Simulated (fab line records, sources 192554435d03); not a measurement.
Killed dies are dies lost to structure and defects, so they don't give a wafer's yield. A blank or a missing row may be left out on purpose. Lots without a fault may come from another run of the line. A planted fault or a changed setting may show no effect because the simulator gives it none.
fab line records | flow n5_finfet
record lots=10 wafers=29 last_day=19
route steps=1938 shown SD_EPI_P@314 BEOL_M4@1091 PASSIVATION@1936
lots that met no fault: from a run of the same line without faults
start_h: hours from the record's first day to the start of the lot's first wafer shown | wait_h: hours since the lot's step before | " the same as in the row above | L1.1+2: a row that stands for several wafers | - no value, or no start given | * or withheld: withheld | < > ~ a bound
route shown NAME@n: a module of which the file shows steps, and the number in the route of the first | usual: mean/standard deviation of fault-free wafers | same: alike in all rows | chamber/n: place in a boat | sites: the reading at each site | _std_site: their standard deviation | _edge_site: outer sites' mean less inner sites' | radius_mm: how far each site lies from the wafer's centre | mask NAME#n: copy n | behind: the tool/chamber that last shaped the wafer | hold: why the lot was held/for how many hours/how that ended | device: the transistor (n, p or np) that didn't switch | end of line: the same wafers' tests at the end of the route | a step without rows: its recipe alone | killed: dies lost to structure and defects at the first sort, not the wafer's yield | map: a wafer's dies, x killed, . not, _ none there
set.NAME: the setting as run; set.NAME@STEP: as run at that earlier step | model.NAME: the simulator's own value behind a step, which no gauge read
steps of the route over a sample of lots; a table a step, a row a wafer
services: from which hour (start_h, from the record's first day; less than 0 if before it) a tool's chamber was out of use, for how many hours, and why
## steps
# step N5_SD_EPI_P_SD_RECESS_17
# recipe chemistry=HBr/Cl2/O2 target_depth_a=391 bt_time_s=3 pressure_mtorr=10 icp_w=800 bias_w=112 HBr_flow_sccm=150 Cl2_flow_sccm=80 O2_flow_sccm=12
# usual drypump_motor_current_A=5.6/0.36 he_backside_leak_sccm=2.8/0.32 oes_product_au=0.994/0.012 throttle_valve_pct=37.1/0.49
# columns lot.wafer tool chamber start_h wait_h drypump_motor_current_A he_backside_leak_sccm oes_product_au rf_hours_counter_h throttle_valve_pct
L584.1 rie_si-05 2 62.60 0.0 5.5 2.7 1.001 60 36.0
L584.2 " 0 " " 6.3 2.9 1.008 193 37.2
L584.6 " 3 " " 5.2 2.5 0.999 - 37.2
L587.2 rie_si-01 2 79.17 0.0 5.9 3.3 0.973 127 36.8
L587.3 " 1 " " 5.8 2.6 0.995 62 37.1
L587.6 " 2 " " 5.9 3.2 0.972 - 36.8
L589.1 rie_si-05 3 91.95 0.0 5.1 2.7 1.000 70 37.2
L589.4 " 0 " " 6.3 3.0 1.003 194 37.2
L589.5 " 3 " " 5.2 4.0 1.001 - 37.2
L590.1 rie_si-01 1 98.04 0.0 5.8 2.9 0.998 63 37.1
L590.4 " 2 " " 5.9 2.9 0.981 128 36.8
L590.5 " 1 " " 5.8 2.9 0.997 - 37.1
L592.2 rie_si-01 0 106.65 0.0 5.4 2.9 0.991 194 36.8
L592.5 " 1 " " 5.8 2.7 0.991 - 37.1
L592.6 " 0 " " 5.4 2.8 0.994 - 36.8
L593.1 rie_si-01 2 117.91 0.0 5.9 3.0 0.966 128 36.8
L593.3 " 3 " " 5.6 2.6 0.999 110 37.3
L593.6 " 2 " " 5.9 3.1 0.966 - 36.8
L594.2 rie_si-01 3 121.16 0.0 5.6 2.7 1.001 110 37.4
L594.4 " 0 " " 5.4 2.6 0.999 194 36.8
L594.5 " 3 " " 5.6 2.7 0.996 - 37.3
L595.1 rie_si-01 1 128.60 0.0 5.8 2.5 0.992 63 37.1
L595.2 " 0 " " 5.4 2.9 0.992 194 36.8
L595.3 " 2 " " 5.9 3.2 0.967 128 36.8
L600.2 rie_si-01 1 156.27 0.0 5.8 2.7 0.991 64 37.1
L600.6 " 3 " " 5.6 2.5 1.001 - 37.3
L605.2 rie_si-03 0 186.26 0.0 5.1 2.5 0.988 1 38.2
L605.5 " 1 " " 5.2 2.3 0.993 - 37.9
L605.6 " 2 " " 6.0 3.0 0.995 - 37.1
# step N5_BEOL_M4_ANNEAL_87
# recipe temp_c=400 time_s=240 ambient=vacuum
# usual heater_power_w=816/44
# columns lot.wafer tool chamber start_h wait_h heater_power_w
L584.1 pvd_sputter-03 - 190.16 0.0 856
L584.2 " - " " 804
L584.6 " - " " 785
L587.2 pvd_sputter-03 - 229.42 0.0 859
L587.3 " - " " 804
L587.6 " - " " 852
L590.1 pvd_sputter-03 - 233.71 0.0 870
L590.4 " - " " 862
L590.5 " - " " 798
L589.1 pvd_sputter-03 - 245.65 0.0 809
L589.4 " - " " 856
L589.5 " - " " 796
L592.2 pvd_sputter-02 - 254.35 0.0 790
L592.5 " - " " 772
L592.6 " - " " 700
L593.1 pvd_sputter-01 - 264.20 0.0 812
L593.3 " - " " 879
L593.6 " - " " 827
L594.2 pvd_sputter-01 - 267.99 0.0 851
L594.4 " - " " 916
L594.5 " - " " 861
L595.1 pvd_sputter-03 - 268.68 0.0 787
L595.2 " - " " 863
L595.3 " - " " 809
L600.2 pvd_sputter-02 - 304.40 0.0 725
L600.6 " - " " 757
L605.2 pvd_sputter-03 - 336.41 0.0 872
L605.5 " - " " 841
L605.6 " - " " 811
# step N5_BEOL_M4_ANNEAL_89
# recipe temp_c=400 time_s=240 ambient=vacuum
# usual heater_power_w=814/44
# columns lot.wafer tool chamber start_h wait_h heater_power_w
L584.1 pvd_sputter-03 - 190.38 0.0 874
L584.2 " - " " 775
L584.6 " - " " 818
L587.2 pvd_sputter-03 - 229.64 0.0 845
L587.3 " - " " 803
L587.6 " - " " 878
L590.1 pvd_sputter-03 - 233.93 0.0 850
L590.4 " - " " 862
L590.5 " - " " 799
L589.1 pvd_sputter-03 - 245.87 0.0 806
L589.4 " - " " 874
L589.5 " - " " 807
L592.2 pvd_sputter-02 - 254.57 0.0 765
L592.5 " - " " 772
L592.6 " - " " 730
L593.1 pvd_sputter-01 - 264.42 0.0 799
L593.3 " - " " 882
L593.6 " - " " 805
L594.2 pvd_sputter-01 - 268.23 0.0 838
L594.4 " - " " 903
L594.5 " - " " 850
L595.1 pvd_sputter-03 - 268.90 0.0 798
L595.2 " - " " 832
L595.3 " - " " 787
L600.2 pvd_sputter-02 - 304.62 0.0 722
L600.6 " - " " 764
L605.2 pvd_sputter-03 - 336.63 0.0 870
L605.5 " - " " 857
L605.6 " - " " 801
# step N5_BEOL_M4_DEP_57
# recipe material=SiCN target_thk_a=80 temp_c=withheld precursor=3MS/NH3 pressure_torr=3 rf_w=202 time_s=14
# usual showerhead_plenum_p_Torr=3.657/0.012 throttle_valve_pct=9.1/0.46
# columns lot.wafer tool chamber start_h wait_h showerhead_plenum_p_Torr throttle_valve_pct
L584.1 pecvd-03 1 192.25 0.0 3.647 9.7
L584.2 " 0 " " 3.663 9.7
L584.6 " 2 " " 3.671 9.1
L587.2 pecvd-03 2 231.72 0.0 3.663 8.4
L587.3 " 0 " " 3.663 9.5
L587.6 " 2 " " 3.660 8.5
L590.1 pecvd-04 2 235.79 0.0 3.676 8.8
L590.4 " 1 " " 3.654 9.5
L590.5 " 2 " " 3.669 8.9
L589.1 pecvd-04 0 247.65 0.0 3.647 8.5
L589.4 " 2 " " 3.670 8.7
L589.5 " 1 " " 3.655 9.6
L592.2 pecvd-03 0 256.36 0.0 3.653 9.6
L592.5 " 2 " " 3.661 8.3
L592.6 " 0 " " 3.662 9.7
L593.1 pecvd-04 0 266.27 0.0 3.650 8.6
L593.3 " 1 " " 3.646 9.8
L593.6 " 1 " " 3.651 9.5
L594.2 pecvd-03 0 270.13 0.0 3.656 9.7
L594.4 " 0 " " 3.652 9.8
L594.5 " 1 " " 3.644 9.6
L595.1 pecvd-02 2 270.68 0.0 3.659 8.4
L595.2 " 1 " " 3.664 8.7
L595.3 " 0 " " 3.650 8.4
L600.2 pecvd-02 1 306.87 0.0 3.665 8.8
L600.6 " 0 " " 3.647 8.5
L605.2 pecvd-02 0 338.46 0.0 3.647 8.7
L605.5 " 2 " " 3.656 8.7
L605.6 " 1 " " 3.670 8.5
# step N5_BEOL_M4_RC_MEAS_101
# usual CJ_P=5.70/0.3 DIBL_N=36.1/2.5 DIBL_P=36/3.3 IOFF_N=0.16/0.046 IOFF_P=0.20/0.051 IOFF_P_85C=3.5/0.75 IOFF_P_LIN=0.094/0.018 ION_N=676/16 ION_P=462/11 SS_N=71.6/0.87 SS_P=73.2/0.86 VT_N=251/4.4 VT_P=-252/4.6 VT_P_LVT=-100/4.2
# columns lot.wafer tool chamber start_h wait_h CJ_P DIBL_N[mV/V] DIBL_P[mV/V] IOFF_N[nA/um] IOFF_P[nA/um] IOFF_P_85C[nA/um] IOFF_P_LIN[nA/um] ION_N[uA/um] ION_P[uA/um] SS_N[mV/dec] SS_P[mV/dec] VT_N[mV] VT_P[mV] VT_P_LVT[mV]
L584.1 prober-02 0 192.37 0.0 5.79 39.6 40 0.22 0.24 4.2 0.106 684 462 72.7 74.3 247 -252 -98
L584.2 " 0 " " 6.07 32.8 33 0.11 0.14 2.7 0.074 672 458 70.8 72.5 257 -255 -106
L584.6 " 0 " " 5.73 35.8 34 0.17 0.17 3.1 0.084 671 455 72.8 72.4 255 -253 -103
L587.2 prober-01 0 231.99 0.2 6.06 41.4 40 0.26 0.23 3.9 0.100 679 461 74.1 74.1 248 -252 -99
L587.3 " 0 " " 5.84 34.6 34 0.13 0.16 2.9 0.079 680 467 71.1 72.8 254 -253 -103
L587.6 " 0 " " 6.18 33.7 32 0.11 0.14 2.6 0.072 660 451 70.6 72.3 255 -256 -105
L590.1 prober-01 0 235.91 0.0 5.51 33.5 33 0.12 0.16 2.9 0.084 688 473 70.3 72.1 253 -253 -101
L590.4 " 0 " " 5.57 36.6 37 0.17 0.22 3.9 0.106 677 462 72.3 73.1 247 -251 -96
L590.5 " 0 " " 5.71 35.9 36 0.15 0.19 3.5 0.096 699 472 71.2 72.9 251 -251 -99
L589.1 prober-02 0 247.77 0.0 5.76 36.1 38 0.14 0.17 3.1 0.084 685 462 72.3 73.4 253 -256 -104
L589.4 " 0 " " 6.29 34.7 37 0.13 0.16 2.9 0.078 680 460 70.9 73.3 252 -254 -105
L589.5 " 0 " " 5.92 37.5 40 0.17 0.21 3.6 0.096 683 468 72.2 73.8 250 -252 -101
L592.2 prober-01 0 256.63 0.2 5.98 36.5 35 0.14 0.17 3.0 0.081 668 459 72.1 72.6 254 -255 -103
L592.5 " 0 " " 5.75 36.9 35 0.15 0.16 2.9 0.081 670 453 71.8 73.1 251 -254 -103
L592.6 " 0 " " 5.80 40.5 39 0.22 0.22 3.8 0.097 653 444 72.6 74.3 250 -252 -101
L593.1 prober-02 0 266.39 0.0 5.24 36.7 35 0.16 0.22 3.9 0.108 694 474 71.3 73.3 246 -247 -97
L593.3 " 0 " " 5.27 36.9 36 0.16 0.22 3.8 0.103 689 472 72.2 73.1 250 -249 -98
L593.6 " 0 " " 5.03 33.7 34 0.12 0.19 3.4 0.096 669 471 71.1 72.6 254 -251 -99
L594.2 prober-02 0 270.40 0.2 5.15 39.0 35 0.18 0.17 3.2 0.084 661 443 73.2 73.4 254 -253 -102
L594.4 " 0 " " 6.01 34.0 30 0.10 0.12 2.3 0.066 657 450 70.7 72.7 258 -259 -106
L594.5 " 0 " " 5.01 33.2 29 0.10 0.11 2.2 0.062 666 447 70.3 71.5 260 -262 -107
L595.1 prober-01 0 270.83 0.1 6.03 35.4 35 0.18 0.18 3.2 0.092 668 453 72.7 72.9 246 -251 -98
L595.2 " 0 " " 4.35 34.7 147 0.17 74.31 499.1 1.006 690 523 71.2 151.2 245 -234 -80
L595.3 " 0 " " 4.66 36.0 92 0.18 17.48 145.7 0.460 692 510 71.7 120.3 246 -236 -82
L600.2 prober-01 0 307.14 0.2 5.31 37.3 81 0.16 10.51 99.3 0.339 683 503 71.2 112.9 250 -238 -84
L600.6 " 0 " " 5.37 39.0 38 0.18 0.20 3.6 0.097 680 457 72.0 73.3 252 -252 -96
L605.2 prober-01 0 338.74 0.2 6.03 40.5 40 0.22 0.27 4.5 0.121 656 451 73.0 73.8 252 -249 -96
L605.5 " 0 " " 5.89 39.1 40 0.21 0.30 4.8 0.131 690 481 72.1 74.3 248 -245 -94
L605.6 " 0 " " 6.23 35.2 34 0.11 0.19 3.3 0.093 630 447 70.9 72.7 256 -251 -100
# step N5_PASSIVATION_PROBE_49
# usual defect_limited_yield=91.0/1.4 killed_at_M0_to_M3=34/10 killed_at_M4_up=15/5.5 killed_at_contacts=12/6.1 killed_at_front_end=41/12 killed_at_other=4/3.4 killed_dies=106/17 killed_on_rim=14/4 killed_open=70/13 killed_short=34/7.4 sort_bin_4_leakage=0.01/0.065 sort_bin_5_function=5.3/1 sort_bin_6_memory=3.4/0.69 sort_bin_8_speed=0.03/0.22 sort_n_pass=1073/17 sort_yield_pct=91.0/1.4
# same gross_dies=1180 killed_at_back_side=0
# columns lot.wafer tool chamber start_h wait_h defect_limited_yield[%] killed_at_M0_to_M3 killed_at_M4_up killed_at_contacts killed_at_front_end killed_at_other killed_dies killed_on_rim killed_open killed_short sort_bin_4_leakage[%] sort_bin_5_function[%] sort_bin_6_memory[%] sort_bin_8_speed[%] sort_n_pass sort_yield_pct[%]
L584.1 prober-02 - 295.21 0.0 89.6 44 21 10 43 5 123 15 75 48 0 6.2 3.9 0 1057 89.6
L584.2 prober-02 - 295.26 0.1 88.9 59 14 22 33 3 131 11 86 44 0 6.7 4.1 0 1049 88.9
L584.6 prober-02 - 295.46 0.3 89.9 51 20 2 43 3 119 12 84 34 0 5.5 4.1 0 1061 89.9
L589.1 prober-01 - 351.21 0.0 90.4 38 14 11 49 1 113 14 82 30 0 5.4 4.0 0 1067 90.4
L589.4 prober-01 - 351.36 0.2 91.7 31 17 5 43 2 98 10 69 25 0 5.3 2.5 0 1082 91.7
L589.5 prober-01 - 351.41 0.2 90.8 23 24 17 39 6 109 15 74 32 0 5.6 3.4 0 1071 90.8
L592.2 prober-01 - 373.37 0.1 89.0 51 23 17 37 2 130 14 82 47 0 6.7 4.2 0 1050 89.0
L592.5 prober-01 - 373.52 0.2 89.4 25 18 15 62 5 125 12 91 32 0 5.9 4.2 0 1055 89.4
L592.6 prober-01 - 373.57 0.3 88.6 50 14 12 50 8 134 20 85 47 0 7.5 3.2 0 1046 88.6
L593.3 prober-02 - 382.03 0.1 92.2 29 17 8 37 1 92 13 48 36 0 4.7 2.3 0 1088 92.2
L595.1 prober-01 - 390.56 0.0 92.1 25 13 14 39 2 93 8 52 39 0 4.7 2.8 0 1087 92.1
L595.2 prober-01 - 390.61 0.1 90.5 29 25 18 34 6 112 16 69 42 90.51 6.6 2.5 0 0 0
L595.3 prober-01 - 390.66 0.1 91.5 35 12 14 39 0 100 13 65 33 91.53 4.8 3.3 0 0 0
L600.2 prober-01 - 419.63 0.1 91.9 29 11 5 49 2 96 15 64 31 91.86 5.1 2.8 0 0 0
L600.6 prober-01 - 419.83 0.3 90.8 42 10 10 43 3 108 18 66 42 0 6.0 2.6 0 1072 90.8
# killed by level:class
L584.1 BEOL_M0_SAQP:geometric_particle:open=18 BEOL_M0_SAQP:geometric_particle:short=15 DUMMY_GATE:geometric_particle:open=9 MOL_CONTACT_COAG:geometric_particle:open=8 FIN_SAQP:geometric_particle:short=7 STI_FIN_REVEAL:geometric_particle:open=7 BEOL_M4:geometric_particle:open=7 BEOL_M1:geometric_particle:open=6
L584.2 MOL_CONTACT_COAG:geometric_particle:open=19 BEOL_M0_SAQP:geometric_particle:short=18 BEOL_M0_SAQP:geometric_particle:open=13 STI_FIN_REVEAL:geometric_particle:open=9 BEOL_M1:geometric_particle:open=8 BEOL_M2:geometric_particle:open=7 BEOL_M3:geometric_particle:open=5 DUMMY_GATE:geometric_particle:open=4
L584.6 STI_FIN_REVEAL:geometric_particle:open=19 BEOL_M2:geometric_particle:open=11 DUMMY_GATE:geometric_particle:open=10 BEOL_M0_SAQP:geometric_particle:short=9 BEOL_M1:geometric_particle:short=7 BEOL_M3:geometric_particle:open=7 BEOL_M4:geometric_particle:open=7 BEOL_M0_SAQP:geometric_particle:open=6
L589.1 FIN_SAQP:geometric_particle:open=15 STI_FIN_REVEAL:geometric_particle:open=12 BEOL_M0_SAQP:geometric_particle:short=12 BEOL_M0_SAQP:geometric_particle:open=10 MOL_CONTACT_COAG:geometric_particle:open=8 BEOL_M3:geometric_particle:open=7 GATE_CUT:geometric_particle:short=6 BEOL_M4:geometric_particle:open=6
L589.4 STI_FIN_REVEAL:geometric_particle:open=11 BEOL_M0_SAQP:geometric_particle:open=11 FIN_SAQP:geometric_particle:open=9 BEOL_M0:geometric_particle:open=6 BEOL_M4:geometric_particle:open=5 STARTING-WAFER:geometric_particle:open=5 FIN_SAQP:geometric_particle:short=4 STI_FIN_REVEAL:geometric_particle:short=4
L589.5 MOL_CONTACT_COAG:geometric_particle:open=13 STI_FIN_REVEAL:geometric_particle:open=12 BEOL_M4:geometric_particle:open=12 BEOL_M0_SAQP:geometric_particle:short=9 STI_FIN_REVEAL:geometric_particle:short=5 PASS1_CAP:geometric_particle:open=5 DUMMY_GATE:geometric_particle:open=5 GATE_CUT:geometric_particle:short=5
L592.2 MOL_CONTACT_COAG:geometric_particle:open=15 BEOL_M4:geometric_particle:open=14 FIN_SAQP:geometric_particle:open=12 BEOL_M0_SAQP:geometric_particle:short=12 BEOL_M1:geometric_particle:short=10 STI_FIN_REVEAL:geometric_particle:open=9 BEOL_M0_SAQP:geometric_particle:open=8 FIN_SAQP:geometric_particle:short=7
L592.5 FIN_SAQP:geometric_particle:open=30 STI_FIN_REVEAL:geometric_particle:open=14 MOL_CONTACT_COAG:geometric_particle:open=13 FIN_SAQP:geometric_particle:short=7 BEOL_M4:geometric_particle:open=7 BEOL_M1:geometric_particle:open=6 BEOL_M0:geometric_particle:open=5 BEOL_M0_SAQP:geometric_particle:open=4
L592.6 STI_FIN_REVEAL:geometric_particle:open=17 BEOL_M3:geometric_particle:open=14 FIN_SAQP:geometric_particle:open=11 BEOL_M1:geometric_particle:open=10 MOL_CONTACT_COAG:geometric_particle:open=10 FIN_SAQP:geometric_particle:short=7 BEOL_M1:geometric_particle:short=6 MIM_TOP:geometric_particle:short=5
L593.3 BEOL_M2:geometric_particle:open=7 MOL_CONTACT_COAG:geometric_particle:open=6 BEOL_M2:geometric_particle:short=6 HKMG_FIN:area_etch=6 GATE_CUT:geometric_particle:short=5 BEOL_M0_SAQP:geometric_particle:open=5 FIN_SAQP:geometric_particle:open=4 STI_FIN_REVEAL:geometric_particle:open=4
L595.1 FIN_SAQP:geometric_particle:short=13 MOL_CONTACT_COAG:geometric_particle:open=11 BEOL_M0_SAQP:geometric_particle:short=7 BEOL_M3:geometric_particle:open=7 BEOL_M4:geometric_particle:open=7 FIN_SAQP:geometric_particle:open=5 STI_FIN_REVEAL:geometric_particle:open=5 BEOL_M0_SAQP:geometric_particle:open=5
L595.2 MOL_CONTACT_COAG:geometric_particle:open=12 BEOL_M4:geometric_particle:open=11 BEOL_M3:geometric_particle:open=10 FIN_SAQP:geometric_particle:open=7 FIN_SAQP:geometric_particle:short=6 MOL_CONTACT_COAG:geometric_particle:short=6 GATE_CUT:geometric_particle:short=5 BEOL_M2:geometric_particle:open=5
L595.3 FIN_SAQP:geometric_particle:open=14 MOL_CONTACT_COAG:geometric_particle:open=10 BEOL_M2:geometric_particle:short=9 FIN_SAQP:geometric_particle:short=8 BEOL_M1:geometric_particle:open=8 BEOL_M0_SAQP:geometric_particle:open=5 DUMMY_GATE:geometric_particle:open=4 MOL_CONTACT_COAG:geometric_particle:short=4
L600.2 STI_FIN_REVEAL:geometric_particle:open=17 GATE_CUT:geometric_particle:short=9 BEOL_M0_SAQP:geometric_particle:short=8 DUMMY_GATE:geometric_particle:open=6 BEOL_M2:geometric_particle:open=6 FIN_SAQP:geometric_particle:open=5 STI_FIN_REVEAL:geometric_particle:short=3 MOL_CONTACT_COAG:geometric_particle:open=3
L600.6 BEOL_M0_SAQP:geometric_particle:short=13 FIN_SAQP:geometric_particle:short=10 BEOL_M2:geometric_particle:open=10 MOL_CONTACT_COAG:geometric_particle:open=10 BEOL_M0_SAQP:geometric_particle:open=7 FIN_SAQP:geometric_particle:open=6 STI_FIN_REVEAL:geometric_particle:open=5 DUMMY_GATE:geometric_particle:open=5
## services
# columns tool chamber start_h hours kind
pvd_sputter-01 - 47.08 3.2 repair
rie_si-05 1 50.86 4.2 repair
pvd_sputter-02 - 51.46 3.6 repair
pvd_sputter-02 - 72.40 25.4 repair
rie_si-01 - 81.58 0.9 repair
pecvd-04 2 88.35 5.4 repair
rie_si-05 - 123.69 15.6 pm
pvd_sputter-03 - 138.56 1.3 repair
pecvd-04 - 142.47 6.0 pm
pecvd-02 - 159.99 14.6 pm
pvd_sputter-03 - 178.82 0.5 repair
pecvd-04 2 181.41 1.9 repair
pecvd-02 - 222.67 1.2 repair
pecvd-02 - 226.05 0.3 repair
rie_si-01 - 230.96 14.6 pm
rie_si-01 3 249.45 17.3 repair
rie_si-01 2 256.08 123.8 repair
rie_si-01 0 278.18 4.5 repair
pecvd-04 0 279.23 9.4 repair
rie_si-01 3 302.74 19.3 repair
pecvd-04 - 309.12 3.2 repair
pecvd-03 - 332.55 0.9 repair
rie_si-01 1 333.80 4.2 repair
pecvd-03 - 334.37 1.9 repair
## key
first_sign step=N5_BEOL_M4_RC_MEAS_101 reading=IOFF_P direction=up sigmas=99+ usual=0.20 struck=34.10
effect step=N5_BEOL_M4_RC_MEAS_101 reading=IOFF_P_85C direction=up sigmas=99+ usual=3.5 struck=248.0
effect step=N5_BEOL_M4_RC_MEAS_101 reading=SS_P direction=up sigmas=64 usual=73.2 struck=128.1
effect step=N5_BEOL_M4_RC_MEAS_101 reading=IOFF_P_LIN direction=up sigmas=28 usual=0.094 struck=0.602
effect step=N5_BEOL_M4_RC_MEAS_101 reading=DIBL_P direction=up sigmas=22 usual=36 struck=107
effect step=N5_BEOL_M4_RC_MEAS_101 reading=ION_P direction=up sigmas=4.7 usual=462 struck=512
effect step=N5_BEOL_M4_RC_MEAS_101 reading=VT_P_LVT direction=up sigmas=4.3 usual=-100 struck=-82
effect step=N5_BEOL_M4_RC_MEAS_101 reading=VT_P direction=up sigmas=3.4 usual=-252 struck=-236
effect step=N5_BEOL_M4_RC_MEAS_101 reading=CJ_P direction=down sigmas=3.1 usual=5.70 struck=4.77 wafers_moved=2
effect step=N5_PASSIVATION_PROBE_49 reading=sort_bin_4_leakage direction=up sigmas=99+ usual=0.01 struck=91.30
met_at N5_SD_EPI_P_SD_RECESS_17
struck_lots L595,L600
struck_wafers L595.2,L595.3,L600.2
not_acting_at N5_BEOL_M4_ANNEAL_87,N5_BEOL_M4_ANNEAL_89,N5_BEOL_M4_DEP_57
onset_between 121.16 128.60
fault kind=process_parameter_drift tool=rie_si-01 chamber=- onset_h=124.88 steps=N5_SD_EPI_P_SD_RECESS_17 channel=target_depth_a offset=147.4 shape=step end_h=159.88 scope=struck_wafers_only acts_in=these_recipes_only stated=391
